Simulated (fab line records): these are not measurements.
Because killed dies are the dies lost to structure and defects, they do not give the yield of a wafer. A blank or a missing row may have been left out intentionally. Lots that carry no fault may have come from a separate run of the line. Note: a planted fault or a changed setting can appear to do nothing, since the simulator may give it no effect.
Chamber matching / flow n5_finfet / N5_BEOL_M1_ETCH_69 on rie_diel-02 has 4 sister chambers
The step etches SiARC in CF4, target depth 15.6 nm, time 26 s. 4 wafers are shown with their chamber, then 7 later ones without.

== WAFERS PAIRED WITH THEIR CHAMBERS ==
wafer=L082.3; chamber=1; showerhead_plenum_p_Torr (Torr)=2.13
wafer=L084.5; chamber=0; showerhead_plenum_p_Torr (Torr)=2.07
wafer=L093.2; chamber=2; showerhead_plenum_p_Torr (Torr)=2.22
wafer=L093.3; chamber=3; showerhead_plenum_p_Torr (Torr)=2.12

== WAFERS MISSING THEIR CHAMBER ==
wafer=L093.6; showerhead_plenum_p_Torr (Torr)=2.06
wafer=L094.1; showerhead_plenum_p_Torr (Torr)=2.21
wafer=L094.4; showerhead_plenum_p_Torr (Torr)=2.21
wafer=L094.5; showerhead_plenum_p_Torr (Torr)=2.12
wafer=L095.1; showerhead_plenum_p_Torr (Torr)=2.06
wafer=L095.3; showerhead_plenum_p_Torr (Torr)=2.21
wafer=L095.5; showerhead_plenum_p_Torr (Torr)=2.06

== THE CHAMBER EACH PASSED THROUGH ==
wafer=L093.6; from the rows above=0; in truth=0
wafer=L094.1; from the rows above=2; in truth=2
wafer=L094.4; from the rows above=2; in truth=2
wafer=L094.5; from the rows above=can't be placed: 3 or 1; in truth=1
wafer=L095.1; from the rows above=0; in truth=0
wafer=L095.3; from the rows above=2; in truth=2
wafer=L095.5; from the rows above=0; in truth=0
6 of 7 placed correctly. From these rows, 1 cannot be placed; in 1 the true chamber is one of the candidates. Number placed wrongly: 0.
How it was worked out, from the rows above alone: a wafer's distance from a chamber is the root of the sum, over the readings, of the square of ((its reading less the chamber's mean) divided by the reading's scatter). If the next closest chamber is less than 2 further off than the closest, the wafer can't be placed; otherwise it belongs to the closest. Each chamber's mean is taken over the wafers shown for it. The scatter (one wafer shown for each chamber): square how far every hidden wafer sits from the nearest shown wafer, average those squares and take the square root.
